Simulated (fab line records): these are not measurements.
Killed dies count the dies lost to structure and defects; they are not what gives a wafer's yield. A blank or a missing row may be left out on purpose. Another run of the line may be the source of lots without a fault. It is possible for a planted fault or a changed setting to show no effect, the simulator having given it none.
Split-lot study    flow n5_finfet    route with 1938 steps; 7 lots, 39 wafers read

## SPLIT DETAILS
At N5_BEOL_M10_TRENCH_ETCH_37 (etches SiCOH lowk in C4F6/O2, target depth 148.83 nm, time 48 s), the setting time_s was moved away from the recipe's 48 s on 15 of the 39 wafers read, by -40.5% to +37.3%. For the rest of the wafers, this setting stayed at what the recipe calls for.

## FROM THE SPLIT TO THE READING: what the file shows between them, 11 steps
- N5_BEOL_M10_ETCH_41: etches SiCN in CH3F/O2, target depth 42.6 nm, time 86 s
- N5_BEOL_M10_STRIP_77: strips in N2/H2, time 10 s
- N5_BEOL_M10_OCD_MEAS_38
- N5_BEOL_M10_HM_STRIP_39: strips TiN in peroxide tin strip, target depth 25 nm, time 158 s
- N5_BEOL_M10_SRD_40: time 30 s
- N5_BEOL_M10_ECD_50: material Cu, target thk 318 nm
- N5_BEOL_M10_ANNEAL_51: time 90 s
- N5_BEOL_M10_CMP_52: polishes, stops on SiCOH lowk, t overpolish 7 s, target thk 140 nm
- N5_BEOL_M10_THK_MEAS_53: measures by xrf
- N5_BEOL_M10_PRE_CLEAN_55: time 15 s
- N5_BEOL_M10_DEP_56: deposits SiCN from 3MS/NH3, target thk 15 nm, time 26.5 s

## THE READING
Measured at N5_BEOL_M10_RS_MEAS_57 by four-point probe: M10_RS, in ohm/sq. Fault-free wafers of this fab line usually give 0.150 ohm/sq, standard deviation 0.0048 ohm/sq.

wafer   tool, chamber at the split  time_s as run, s  against the recipe  M10_RS, ohm/sq  against lot-mates on the recipe
L074.1  rie_diel-01, 0              48                recipe              0.148           -
L074.2  rie_diel-01, 3              48                recipe              0.150           -
L074.3  rie_diel-01, 2              28.57             -40.5%              0.273           +0.123
L074.4  rie_diel-01, 1              28.57             -40.5%              0.297           +0.147
L074.5  rie_diel-01, 1              28.57             -40.5%              0.287           +0.137
L074.6  rie_diel-01, 0              48                recipe              0.151           -
L077.2  rie_diel-03, 1              48                recipe              0.142           -
L077.4  rie_diel-03, 2              48                recipe              0.143           -
L077.6  rie_diel-03, 0              48                recipe              0.152           -
L080.1  rie_diel-03, 3              65.91             +37.3%              0.109           -0.038
L080.2  rie_diel-03, 2              65.91             +37.3%              0.100           -0.047
L080.3  rie_diel-03, 0              48                recipe              0.152           -
L080.4  rie_diel-03, 3              65.91             +37.3%              0.108           -0.039
L080.5  rie_diel-03, 2              48                recipe              0.139           -
L080.6  rie_diel-03, 0              48                recipe              0.151           -
L087.1  rie_diel-05, 2              36                -25.0%              0.200           +0.046
L087.2  rie_diel-05, 0              36                -25.0%              0.217           +0.063
L087.3  rie_diel-05, 3              48                recipe              0.155           -
L087.4  rie_diel-05, 1              48                recipe              0.152           -
L087.5  rie_diel-05, 3              48                recipe              0.154           -
L087.6  rie_diel-05, 2              36                -25.0%              0.207           +0.053
L090.1  rie_diel-01, 1              31.69             -34.0%              0.235           +0.087
L090.2  rie_diel-01, 3              31.69             -34.0%              0.261           +0.113
L090.3  rie_diel-01, 0              48                recipe              0.148           -
L090.4  rie_diel-01, 2              48                recipe              0.151           -
L090.5  rie_diel-01, 1              48                recipe              0.144           -
L090.6  rie_diel-01, 0              31.69             -34.0%              0.246           +0.098
L095.1  rie_diel-05, 0              48                recipe              0.152           -
L095.2  rie_diel-05, 1              48                recipe              0.155           -
L095.3  rie_diel-05, 2              48                recipe              0.145           -
L095.4  rie_diel-05, 3              48                recipe              0.150           -
L095.5  rie_diel-05, 2              48                recipe              0.144           -
L095.6  rie_diel-05, 1              48                recipe              0.154           -
L096.1  rie_diel-03, 2              37.99             -20.9%              0.188           +0.039
L096.2  rie_diel-03, 1              48                recipe              0.146           -
L096.3  rie_diel-03, 3              48                recipe              0.158           -
L096.4  rie_diel-03, 1              37.99             -20.9%              0.192           +0.043
L096.5  rie_diel-03, 2              48                recipe              0.144           -
L096.6  rie_diel-03, 3              37.99             -20.9%              0.210           +0.061

THE FIT
A straight line over all 39 wafers: M10_RS changes by -0.00234 ohm/sq for each +1% of time_s; r = -0.93; the points scatter about the line by 0.017 ohm/sq.
The same after taking each lot's own level away (the mean of its wafers on the recipe; 39 wafers): -0.00231 ohm/sq for each +1%; r = -0.93; scatter 0.018 ohm/sq.
That fit puts the effect of the largest move of time_s on the reading at 0.094 ohm/sq.
Across the lots, their own levels run from 0.1457 to 0.1537 ohm/sq, a range of 1.7 times the standard deviation given above.
Consequently the slope shifts little with the lot-to-lot level, the two slopes agreeing.
Check: for one of the wafers moved furthest among these (-40.5%), held out of the fit, the line's prediction against its lot-mates is +0.099 ohm/sq. Against them it came out at +0.123 ohm/sq.

## THE WHOLE CHAIN: every reading that the file lists as answering this split, in the file's order
step                        what it does                                                        reading                                                                            change (the file's fit)                 r (the file's)
N5_BEOL_M10_TRENCH_ETCH_37  etches SiCOH lowk in C4F6/O2, target depth 148.83 nm, time 48 s     BEOL_M10.feature_depth_nm (the simulator's own value, which no gauge read)         +1.45 nm for each +1% of the setting    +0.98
N5_BEOL_M10_TRENCH_ETCH_37  etches SiCOH lowk in C4F6/O2, target depth 148.83 nm, time 48 s     etch.depth_nm (the simulator's own value, which no gauge read)                     +1.45 nm for each +1% of the setting    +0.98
N5_BEOL_M10_TRENCH_ETCH_37  etches SiCOH lowk in C4F6/O2, target depth 148.83 nm, time 48 s     TiN_of_BEOL_M10_HM_DEP_02.thk_nm (the simulator's own value, which no gauge read)  -0.0439 nm for each +1% of the setting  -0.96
N5_BEOL_M10_OCD_MEAS_38                                                                         trench_depth_nm                                                                    +1.45 nm for each +1% of the setting    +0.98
N5_BEOL_M10_CMP_52          polishes, stops on SiCOH lowk, t overpolish 7 s, target thk 140 nm  Cu_of_BEOL_M10_ECD_50.thk_nm (the simulator's own value, which no gauge read)      +1.45 nm for each +1% of the setting    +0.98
N5_BEOL_M10_THK_MEAS_53     measures by xrf                                                     M10_THK                                                                            +1.44 for each +1% of the setting       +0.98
N5_BEOL_M10_RS_MEAS_57      measures by four-point-probe                                        M10_RS                                                                             -0.00244 for each +1% of the setting    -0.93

## THE FILE'S OWN FIT
M10_RS changes by -0.00244 ohm/sq for each +1% of time_s, r = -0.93.
